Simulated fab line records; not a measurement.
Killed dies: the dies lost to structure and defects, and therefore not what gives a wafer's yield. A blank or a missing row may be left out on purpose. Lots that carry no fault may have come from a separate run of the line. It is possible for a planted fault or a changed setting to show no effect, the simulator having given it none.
fab line records	flow nand-harc
[record] lots = 6	wafers = 18	last-day = 33
route steps=1302 shown A_DECK1_JOINT@537 A_ONON_D2@545 END@1302
lots untouched by any fault: they come from a run of this same line in which no faults occurred
start-h: hours from the record's opening day to when the first of the lot's shown wafers began	wait-h: hours elapsed since this lot's preceding step	" as in the row above	L1.1+2: a row that stands for several wafers	- either no value or no given start	* or withheld: withheld	< > ~ a bound
route shown NAME@n: a module of which the file shows steps, and the number in the route of the first	usual: mean/standard deviation taken from wafers without a fault	same: alike in all rows	chamber/n: place in a boat	sites: each site's reading	_std_site: how widely they spread, as a standard deviation	_edge_site: outer sites' mean less inner sites'	radius-mm: how far each site lies from the wafer's centre	mask NAME#n: copy n	behind: the most recent tool/chamber to have shaped the wafer	hold: what put the lot on hold/how long, in hours/how the hold closed	device: whichever transistor did not switch (one of n, p or np)	end of line: tests run on the same wafers once the route is complete	step lacking rows: just its recipe	killed: count of dies lost to structure and defects at first sort (not the wafer's yield)	map: shows each die of a wafer: x if killed, . if not, _ if none is there
set.NAME: setting as actually run; set.NAME@STEP: the setting as run at that earlier step	model.NAME: the simulator's own value behind a step, which no gauge read
lots seen at some steps along the route; tables by step, rows by wafer
services: the hour from which a tool's chamber was out of use, counted from the record's first day as start-h (under 0 if before that day), plus the number of hours and why
[[steps]]
[step NHARC_A_DECK1_JOINT_ANNEAL_28]
[recipe] temp-c = 500	time-s = 1800	idle-temp-c = 400	ramp-up-c-per-min = 10	densification-p-h2o-torr = 640
[step NHARC_A_DECK1_JOINT_ANNEAL_29]
[recipe] temp-c = 750	time-s = 1800	idle-temp-c = 500	ramp-up-c-per-min = 10	ramp-down-c-per-min = 3
[step NHARC_A_DECK1_JOINT_CMP_02]
[recipe] material = SiOx
[usual] motor-current-A = 12.9/1
lot.wafer	tool	chamber	start-h	wait-h	motor-current-A
L826.1	cmp-04	3	291.90	0.5	13.0
L826.2	"	1	"	"	13.4
L826.6	"	3	"	"	13.0
L834.2	cmp-02	2	372.76	0.4	13.5
L834.1	"	1	"	"	12.5
L834.6	"	3	"	"	12.8
L838.3	cmp-02	0	414.05	0.4	13.9
L838.1	"	2	"	"	13.4
L838.5	"	1	"	"	12.0
L840.3	cmp-03	1	434.63	0.4	14.4
L840.2	"	3	"	"	11.9
L840.6	"	2	"	"	14.1
L842.2	cmp-02	2	448.22	0.4	13.7
L842.3	"	3	"	"	12.9
L842.5	"	3	"	"	13.1
L847.4	cmp-04	0	497.07	0.4	11.1
L847.6	"	3	"	"	12.5
L847.5	"	0	"	"	11.1
[step NHARC_A_DECK1_JOINT_SRD_15]
[step NHARC_A_DECK1_JOINT_DEP_16]
[recipe] target-thk-a = 450	temp-c = 400	pressure-torr = 6.5	rf-w = 900	teos-flow-sccm = 161.4	flow-sccm = 2650	target-thk-nm = 45	gas = O2	material = SiO2
[usual] flow-sccm = 2650/9.5	heater-power-w = 563/100	mfc-precursor-sccm = 161.5/0.49	throttle-valve-pct = 16.0/0.69
lot.wafer	tool	chamber	start-h	wait-h	flow-sccm	heater-power-w	mfc-precursor-sccm	throttle-valve-pct
L826.2	pecvd-04	1	292.34	0.1	2660	600	161.8	15.6
L826.1	"	2	"	"	2648	481	161.7	15.9
L826.6	"	0	"	"	2653	724	161.2	15.4
L834.2	pecvd-02	2	373.18	0.1	2660	509	161.5	17.4
L834.1	"	0	"	"	2646	558	162.4	16.7
L834.6	"	0	"	"	2648	546	162.0	16.1
L838.3	pecvd-03	2	414.58	0.2	2665	536	161.4	16.4
L838.1	"	1	"	"	2659	451	162.1	14.7
L838.5	"	0	"	"	2650	453	161.7	15.8
L840.2	pecvd-02	1	435.02	0.1	2656	643	161.1	16.6
L840.3	"	0	"	"	2660	476	161.9	16.6
L840.6	"	2	"	"	2649	620	162.2	16.6
L842.3	pecvd-04	2	448.60	0.1	2679	540	161.6	16.4
L842.2	"	1	"	"	2632	718	161.3	16.1
L842.5	"	2	"	"	2670	556	162.0	16.3
L847.4	pecvd-03	1	497.81	0.5	2630	407	161.1	14.9
L847.6	"	2	"	"	2661	625	161.8	16.6
L847.5	"	1	"	"	2642	407	161.8	14.7
[step NHARC_A_DECK1_JOINT_THK_MEAS_17]
[recipe] thk-meas-gauge = ellipsometry
[usual] thk-nm = 45.2/1.3
lot.wafer	tool	chamber	start-h	wait-h	thk-nm
L826.1	film-metro-01	-	292.59	0.2	46.6
L826.2	"	-	"	"	46.1
L826.6	"	-	"	"	45.7
L834.1	film-metro-01	-	373.43	0.2	46.0
L834.2	"	-	"	"	47.0
L834.6	"	-	"	"	45.8
L838.1	film-metro-01	-	414.86	0.2	42.6
L838.3	"	-	"	"	45.4
L838.5	"	-	"	"	46.8
L840.2	film-metro-01	-	435.30	0.3	42.6
L840.3	"	-	"	"	43.2
L840.6	"	-	"	"	46.5
L842.2	film-metro-02	-	448.88	0.2	46.2
L842.3	"	-	"	"	42.9
L842.5	"	-	"	"	43.7
L847.4	film-metro-02	-	498.05	0.2	47.5
L847.5	"	-	"	"	46.3
L847.6	"	-	"	"	44.7
[step NHARC_A_DECK1_JOINT_INSPECT_05]
[usual] raw-defect-count = 294/96
lot.wafer	tool	chamber	start-h	wait-h	raw-defect-count
L826.1	defect-inspect-02	-	292.63	0.0	176
L826.2	"	-	"	"	215
L826.6	"	-	"	"	272
L834.1	defect-inspect-01	-	373.46	0.0	220
L834.2	"	-	"	"	227
L834.6	"	-	"	"	278
L838.1	defect-inspect-01	-	414.90	0.0	310
L838.3	"	-	"	"	267
L838.5	"	-	"	"	182
L840.2	defect-inspect-01	-	435.34	0.0	281
L840.3	"	-	"	"	190
L840.6	"	-	"	"	423
L842.2	defect-inspect-01	-	448.92	0.0	307
L842.3	"	-	"	"	433
L842.5	"	-	"	"	258
L847.4	defect-inspect-02	-	498.08	0.0	181
L847.5	"	-	"	"	379
L847.6	"	-	"	"	317
[step NHARC_A_ONON_D2_DEP_00]
[recipe] target-thk-a = 10000	n2-flow-sccm = 2750	n2o-flow-sccm = 2000	nh3-flow-sccm = 500	sih4-flow-sccm = 210	temp-c = 400
[step NHARC_A_ONON_D2_THK_MEAS_02]
[recipe] thk-meas-gauge = ellipsometry
[usual] thk-nm = 1002/8.8
lot.wafer	tool	chamber	start-h	wait-h	thk-nm
L826.1	film-metro-02	-	293.38	-	999
L826.2	"	-	"	"	1000
L826.6	"	-	"	"	1000
L834.1	film-metro-01	-	374.04	-	1007
L834.2	"	-	"	"	1008
L834.6	"	-	"	"	1008
L838.1	film-metro-02	-	415.48	-	999
L838.3	"	-	"	"	998
L838.5	"	-	"	"	999
L840.2	film-metro-01	-	435.91	-	1013
L840.3	"	-	"	"	1011
L840.6	"	-	"	"	1013
L842.2	film-metro-01	-	449.50	-	1005
L842.3	"	-	"	"	1006
L842.5	"	-	"	"	1006
L847.4	film-metro-02	-	498.84	-	996
L847.5	"	-	"	"	995
L847.6	"	-	"	"	994
[step NHARC_A_ONON_D2_DEP_03]
[recipe] target-thk-a = 10000	n2-flow-sccm = 2750	n2o-flow-sccm = 2000	nh3-flow-sccm = 500	sih4-flow-sccm = 210	temp-c = 400
[step NHARC_A_ONON_D2_THK_MEAS_05]
[recipe] thk-meas-gauge = ellipsometry
[usual] thk-nm = 1004/11
lot.wafer	tool	chamber	start-h	wait-h	thk-nm
L826.1	film-metro-02	-	293.94	-	1000
L826.2	"	-	"	"	999
L826.6	"	-	"	"	999
L834.1	film-metro-01	-	374.61	-	1007
L834.2	"	-	"	"	1008
L834.6	"	-	"	"	1009
L838.1	film-metro-02	-	416.05	-	996
L838.3	"	-	"	"	998
L838.5	"	-	"	"	998
L840.2	film-metro-01	-	436.48	-	1008
L840.3	"	-	"	"	1010
L840.6	"	-	"	"	1011
L842.2	film-metro-02	-	450.06	-	1016
L842.3	"	-	"	"	1016
L842.5	"	-	"	"	1018
L847.4	film-metro-01	-	499.54	-	1039
L847.5	"	-	"	"	1039
L847.6	"	-	"	"	1040
[step NHARC_A_ONON_D2_DEP_06]
[recipe] target-thk-a = 10000	n2-flow-sccm = 2750	n2o-flow-sccm = 2000	nh3-flow-sccm = 500	sih4-flow-sccm = 210	temp-c = 400
[usual] n2-flow-sccm = 2748/7.5	sih4-flow-sccm = 210.0/0.54
lot.wafer	tool	chamber	start-h	wait-h	n2-flow-sccm	sih4-flow-sccm
L826.1	pecvd-onon-02	0	294.00	0.1	2745	210.4
L826.2	"	0	"	"	2748	209.8
L826.6	"	0	"	"	2731	210.6
L834.1	pecvd-onon-04	0	374.66	0.1	2752	210.7
L834.2	"	0	"	"	2747	209.8
L834.6	"	0	"	"	2743	209.8
L838.1	pecvd-onon-04	0	416.10	0.1	2757	210.0
L838.3	"	0	"	"	2743	210.5
L838.5	"	0	"	"	2746	210.3
L840.2	pecvd-onon-02	0	436.59	0.1	2748	209.9
L840.3	"	0	"	"	2744	210.3
L840.6	"	0	"	"	2745	210.9
L842.2	pecvd-onon-04	0	450.17	0.1	2756	209.5
L842.3	"	0	"	"	2752	209.5
L842.5	"	0	"	"	2754	210.0
L847.4	pecvd-onon-02	0	499.88	0.3	2756	211.0
L847.5	"	0	"	"	2761	209.5
L847.6	"	0	"	"	2747	210.7
[step NHARC_A_ONON_D2_THK_MEAS_08]
[recipe] thk-meas-gauge = ellipsometry
[usual] thk-nm = 997/12
lot.wafer	tool	chamber	start-h	wait-h	thk-nm
L826.1	film-metro-02	-	294.52	-	1001
L826.2	"	-	"	"	1002
L826.6	"	-	"	"	1004
L834.1	film-metro-01	-	375.17	-	982
L834.2	"	-	"	"	981
L834.6	"	-	"	"	980
L838.1	film-metro-02	-	416.62	-	991
L838.3	"	-	"	"	635
L838.5	"	-	"	"	990
L840.2	film-metro-01	-	437.05	-	999
L840.3	"	-	"	"	1001
L840.6	"	-	"	"	1001
L842.2	film-metro-02	-	450.63	-	630
L842.3	"	-	"	"	629
L842.5	"	-	"	"	985
L847.4	film-metro-01	-	500.22	-	1027
L847.5	"	-	"	"	1029
L847.6	"	-	"	"	1028
[step NHARC_A_ONON_D2_DEP_09]
[recipe] target-thk-a = 10000	n2-flow-sccm = 2750	n2o-flow-sccm = 2000	nh3-flow-sccm = 500	sih4-flow-sccm = 210	temp-c = 400
[step NHARC_END_SORT_01]
[recipe] temp-c = 25
[usual] killed-at-array = 52/16	killed-at-other = 0.8/0.98	killed-at-periphery = 4.2/2.9	killed-dies = 57/16	killed-open = 3.3/1.9	killed-short = 2.5/1.5
[same] gross-dies = 677
lot.wafer	tool	chamber	start-h	wait-h	killed-at-array	killed-at-other	killed-at-periphery	killed-dies	killed-open	killed-short
L826.1	prober-02	0	602.30	2.5	48	3	3	54	1	3
L826.2	prober-02	0	603.09	2.8	48	2	4	54	2	1
L826.6	prober-02	0	606.25	4.0	39	1	2	42	0	3
L834.1	prober-02	0	663.31	2.5	58	3	7	68	1	3
L834.2	prober-02	0	664.11	2.8	73	2	3	78	0	1
L834.6	prober-02	0	667.29	4.0	35	3	6	44	3	1
L838.1	prober-01	0	694.24	2.5	49	2	2	53	2	3
L838.3	prober-01	0	695.83	3.1	675	0	2	677	2	3
L838.5	prober-01	0	697.42	3.7	55	1	2	58	2	1
L842.2	prober-01	0	727.20	2.8	673	0	4	677	1	3
L842.3	prober-01	0	728.01	3.1	674	0	3	677	4	2
L842.5	prober-01	0	729.62	3.7	54	0	6	60	3	4
L840.2	prober-02	0	727.20	2.8	55	1	14	70	4	2
L840.3	prober-02	0	728.00	3.1	73	2	8	83	2	4
L840.6	prober-02	0	730.41	4.0	57	0	4	61	2	3
L847.4	prober-01	0	797.83	3.4	67	0	4	71	0	0
L847.5	prober-01	0	798.64	3.7	64	0	8	72	6	3
L847.6	prober-01	0	799.44	4.0	45	0	2	47	0	2
// killed by level:class
L826.1 A_CHANNEL_HOLE_D1:chamber-film-flake=28 A_CHANNEL_HOLE_D2:chamber-film-flake=11 THIN_TSV:chamber-film-flake=3 P_GATE:chamber-film-flake=2 A_SLIT:chamber-film-flake=2 A_CONTACT:chamber-film-flake=2 A_CHANNEL_HOLE_D1:geometric-particle:short=1 A_SGD_CUT:geometric-particle:short=1
L826.2 A_CHANNEL_HOLE_D2:chamber-film-flake=29 A_CHANNEL_HOLE_D1:chamber-film-flake=13 P_STI:chamber-film-flake=3 A_SLIT:chamber-film-flake=2 A_CONTACT:chamber-film-flake=2 THIN_TSV:chamber-film-flake=2 P_CONTACT:geometric-particle:open=1 A_CHANNEL_HOLE_D2:geometric-particle:open=1
L826.6 A_CHANNEL_HOLE_D2:chamber-film-flake=21 A_CHANNEL_HOLE_D1:chamber-film-flake=14 A_WL_FILL:geometric-particle:short=2 A_CONTACT:chamber-film-flake=2 P_GATE:geometric-particle:short=1 P_STI:chamber-film-flake=1 THIN_TSV:chamber-film-flake=1
L834.1 A_SLIT:chamber-film-flake=21 A_CHANNEL_HOLE_D2:chamber-film-flake=15 A_CHANNEL_HOLE_D1:chamber-film-flake=8 P_CONTACT:chamber-film-flake=6 A_CONTACT:chamber-film-flake=4 THIN_TSV:chamber-film-flake=3 A_BLC:chamber-film-flake=3 P_M2:geometric-particle:open=1
L834.2 A_SLIT:chamber-film-flake=40 A_CHANNEL_HOLE_D2:chamber-film-flake=10 A_CHANNEL_HOLE_D1:chamber-film-flake=8 A_BLC:chamber-film-flake=4 P_CONTACT:chamber-film-flake=3 A_ZERO_WELL:chamber-film-flake=2 A_STAIRCASE:chamber-film-flake=2 A_CHANNEL_FILL_D1:chamber-film-flake=2
L834.6 A_SLIT:chamber-film-flake=12 A_CHANNEL_HOLE_D2:chamber-film-flake=7 A_BLC:chamber-film-flake=5 P_CONTACT:chamber-film-flake=4 A_CHANNEL_HOLE_D1:chamber-film-flake=3 THIN_TSV:chamber-film-flake=3 A_STAIRCASE:chamber-film-flake=2 A_CONTACT:chamber-film-flake=2
L838.1 A_CHANNEL_HOLE_D1:chamber-film-flake=33 A_STAIRCASE:chamber-film-flake=4 A_SLIT:chamber-film-flake=3 THIN_TSV:chamber-film-flake=2 A_ONON_D2:geometric-particle:open=1 A_ONON_D2:geometric-particle:short=1 A_CHANNEL_FILL_D2:geometric-particle:short=1 A_BLC:geometric-particle:open=1
L838.3 A_ONON_D2:area-dep=631 A_CHANNEL_HOLE_D1:chamber-film-flake=25 A_STAIRCASE:chamber-film-flake=5 A_CONTACT:chamber-film-flake=4 A_SLIT:chamber-film-flake=3 A_WL_FILL:geometric-particle:short=2 A_SOURCE_PLATE:geometric-particle:short=1 A_ONON_D1:geometric-particle:open=1
L838.5 A_CHANNEL_HOLE_D1:chamber-film-flake=31 A_STAIRCASE:chamber-film-flake=8 A_SLIT:chamber-film-flake=7 A_CONTACT:chamber-film-flake=3 A_WL_FILL:chamber-film-flake=2 A_WL_FILL:geometric-particle:short=1 A_M1:geometric-particle:open=1 P_ZERO_WELL:chamber-film-flake=1
L842.2 A_ONON_D2:area-dep=612 A_CHANNEL_HOLE_D1:chamber-film-flake=33 A_STAIRCASE:chamber-film-flake=11 A_BLC:chamber-film-flake=6 A_SLIT:chamber-film-flake=4 A_ONON_D2:geometric-particle:short=2 P_M0:chamber-film-flake=2 A_CONTACT:chamber-film-flake=2
L840.2 A_SLIT:chamber-film-flake=25 A_CHANNEL_HOLE_D1:chamber-film-flake=19 P_GATE:chamber-film-flake=4 P_M2:chamber-film-flake=4 P_BONDPAD:chamber-film-flake=3 A_CONTACT:chamber-film-flake=2 A_CHANNEL_FILL_D2:chamber-film-flake=2 P_CONTACT:geometric-particle:open=1
L840.3 A_SLIT:chamber-film-flake=30 A_CHANNEL_HOLE_D1:chamber-film-flake=30 A_CONTACT:chamber-film-flake=4 P_M2:chamber-film-flake=3 A_M0:geometric-particle:short=2 P_STI:chamber-film-flake=2 A_CHANNEL_FILL_D2:chamber-film-flake=2 A_STAIRCASE:chamber-film-flake=2
L842.3 A_ONON_D2:area-dep=620 A_CHANNEL_HOLE_D1:chamber-film-flake=22 A_STAIRCASE:chamber-film-flake=13 A_BLC:chamber-film-flake=6 A_CONTACT:chamber-film-flake=5 A_M0:geometric-particle:open=2 A_SLIT:chamber-film-flake=2 A_ONON_D2:geometric-particle:short=1
L842.5 A_CHANNEL_HOLE_D1:chamber-film-flake=25 A_STAIRCASE:chamber-film-flake=9 A_CONTACT:chamber-film-flake=5 A_BLC:chamber-film-flake=5 A_SLIT:chamber-film-flake=4 P_GATE:chamber-film-flake=3 P_M0:chamber-film-flake=2 P_GATE:geometric-particle:open=1
L840.6 A_SLIT:chamber-film-flake=22 A_CHANNEL_HOLE_D1:chamber-film-flake=21 A_CONTACT:chamber-film-flake=4 A_ZERO_WELL:chamber-film-flake=3 P_M2:chamber-film-flake=2 A_ONON_D1:geometric-particle:short=1 A_DECK1_JOINT:geometric-particle:short=1 A_ONON_D2:geometric-particle:short=1
L847.4 A_SLIT:chamber-film-flake=40 A_CHANNEL_HOLE_D1:chamber-film-flake=14 A_CONTACT:chamber-film-flake=6 A_CHANNEL_FILL_D1:chamber-film-flake=3 P_ZERO_WELL:chamber-film-flake=2 P_GATE:chamber-film-flake=2 A_CHANNEL_FILL_D2:chamber-film-flake=2 A_ZERO_WELL:chamber-film-flake=1
L847.5 A_SLIT:chamber-film-flake=29 A_CHANNEL_HOLE_D1:chamber-film-flake=13 A_CONTACT:chamber-film-flake=8 P_ZERO_WELL:chamber-film-flake=5 A_CHANNEL_FILL_D2:chamber-film-flake=4 A_CHANNEL_FILL_D2:geometric-particle:open=2 P_M0:geometric-particle:open=1 P_M0:geometric-particle:short=1
L847.6 A_SLIT:chamber-film-flake=22 A_CHANNEL_HOLE_D1:chamber-film-flake=9 A_CONTACT:chamber-film-flake=7 A_WL_FILL:geometric-particle:short=2 A_CHANNEL_FILL_D2:chamber-film-flake=2 A_STAIRCASE:chamber-film-flake=2 P_ZERO_WELL:chamber-film-flake=1 P_GATE:chamber-film-flake=1
// map L838.3 (x killed, . not)
____________x____________
_________xxxxxxx_________
_______xxxxxxxxxxx_______
______xxxxxxxxxxxxx______
_____xxxxxxxxxxxxxxx_____
____xxxxxxxxxxxxxxxxx____
____xxxxxxxxxxxxxxxxx____
___xxxxxxxxxxxxxxxxxxx___
___xxxxxxxxxxxxxxxxxxx___
__xxxxxxxxxxxxxxxxxxxxx__
__xxxxxxxxxxxxxxxxxxxxx__
_xxxxxxxxxxxxxxxxxxxxxxx_
_xxxxxxxxxxxxxxxxxxxxxxx_
_xxxxxxxxxxxxxxxxxxxxxxx_
_xxxxxxxxxxxxxxxxxxxxxxx_
_xxxxxxxxxxxxxxxxxxxxxxx_
xxxxxxxxxxxxxxxxxxxxxxxxx
xxxxxxxxxxxxxxxxxxxxxxxxx
xxxxxxxxxxxxxxxxxxxxxxxxx
xxxxxxxxxxxxxxxxxxxxxxxxx
xxxxxxxxxxxxxxxxxxxxxxxxx
_xxxxxxxxxxxxxxxxxxxxxxx_
_xxxxxxxxxxxxxxxxxxxxxxx_
_xxxxxxxxxxxxxxxxxxxxxxx_
_xxxxxxxxxxxxxxxxxxxxxxx_
_xxxxxxxxxxxxxxxxxxxxxxx_
__xxxxxxxxxxxxxxxxxxxxx__
__xxxxxxxxxxxxxxxxxxxxx__
___xxxxxxxxxxxxxxxxxxx___
___xxxxxxxxxxxxxxxxxxx___
____xxxxxxxxxxxxxxxxx____
____xxxxxxxxxxxxxxxxx____
_____xxxxxxxxxxxxxxx_____
______xxxxxxxxxxxxx______
_______xxxxxxxxxxx_______
_________xxxxxxx_________
____________x____________
// map L842.2 (x killed, . not)
____________x____________
_________xxxxxxx_________
_______xxxxxxxxxxx_______
______xxxxxxxxxxxxx______
_____xxxxxxxxxxxxxxx_____
____xxxxxxxxxxxxxxxxx____
____xxxxxxxxxxxxxxxxx____
___xxxxxxxxxxxxxxxxxxx___
___xxxxxxxxxxxxxxxxxxx___
__xxxxxxxxxxxxxxxxxxxxx__
__xxxxxxxxxxxxxxxxxxxxx__
_xxxxxxxxxxxxxxxxxxxxxxx_
_xxxxxxxxxxxxxxxxxxxxxxx_
_xxxxxxxxxxxxxxxxxxxxxxx_
_xxxxxxxxxxxxxxxxxxxxxxx_
_xxxxxxxxxxxxxxxxxxxxxxx_
xxxxxxxxxxxxxxxxxxxxxxxxx
xxxxxxxxxxxxxxxxxxxxxxxxx
xxxxxxxxxxxxxxxxxxxxxxxxx
xxxxxxxxxxxxxxxxxxxxxxxxx
xxxxxxxxxxxxxxxxxxxxxxxxx
_xxxxxxxxxxxxxxxxxxxxxxx_
_xxxxxxxxxxxxxxxxxxxxxxx_
_xxxxxxxxxxxxxxxxxxxxxxx_
_xxxxxxxxxxxxxxxxxxxxxxx_
_xxxxxxxxxxxxxxxxxxxxxxx_
__xxxxxxxxxxxxxxxxxxxxx__
__xxxxxxxxxxxxxxxxxxxxx__
___xxxxxxxxxxxxxxxxxxx___
___xxxxxxxxxxxxxxxxxxx___
____xxxxxxxxxxxxxxxxx____
____xxxxxxxxxxxxxxxxx____
_____xxxxxxxxxxxxxxx_____
______xxxxxxxxxxxxx______
_______xxxxxxxxxxx_______
_________xxxxxxx_________
____________x____________
[[services]]
tool	chamber	start-h	hours	kind
pecvd-04	-	269.00	13.0	pm
cmp-02	-	273.18	1.9	repair
pecvd-onon-02	-	289.69	2.5	repair
cmp-02	-	298.16	1.9	repair
cmp-04	-	301.28	0.3	repair
cmp-04	-	307.11	4.0	pm
pecvd-02	2	307.23	16.9	repair
pecvd-04	0	308.56	4.1	repair
pecvd-onon-04	-	311.32	13.0	pm
cmp-02	-	320.92	0.5	repair
cmp-02	-	330.60	4.0	pm
pecvd-04	-	332.02	0.9	repair
pecvd-03	-	351.50	1.8	repair
pecvd-02	-	352.64	0.5	repair
pecvd-03	-	365.09	3.3	repair
pecvd-onon-02	-	366.00	13.0	pm
cmp-04	-	366.12	74.2	repair
pecvd-03	-	368.41	13.0	pm
pecvd-02	-	408.03	13.0	pm
pecvd-03	-	408.28	0.5	repair
pecvd-03	-	413.78	0.8	repair
cmp-02	-	428.60	4.0	pm
cmp-02	-	465.67	1.7	repair
pecvd-onon-04	-	492.32	13.0	pm
[[key]]
[first-sign] step = NHARC_A_ONON_D2_THK_MEAS_08	reading = thk-nm	direction = down	sigmas = 29	usual = 997	struck = 631
[effect] step = NHARC_END_SORT_01	reading = killed-at-array	direction = up	sigmas = 39	usual = 52	struck = 674
[more-kills-born-at] NHARC_A_ONON_D2_DEP_06@pecvd-onon-04 = 1863
met-at NHARC_A_ONON_D2_DEP_06
struck-wafers L838.3,L842.2,L842.3
later-rows-left-out L838.3,L842.2,L842.3
tester-left-out L838,L842
onset-between 374.66 416.10
[fault] kind = process-parameter-drift	tool = pecvd-onon-04	chamber = -	onset-h = 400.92	steps = NHARC_A_ONON_D2_DEP_06	channel = target-thk-a	offset = *	shape = step	end-h = 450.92	scope = struck-wafers-only	acts-in = *	stated = *
// tester-left-out: of these lots the tester's yield and bins aren't shown, on N5 and GAA mostly nor the transistor test; their killed dies are dies lost to structure and defects alone, not to doping, threshold or leakage, so they don't give the yield
// later-rows-left-out: the simulator's readings of these wafers behind a module that went badly wrong aren't trusted and aren't shown, but for the sort
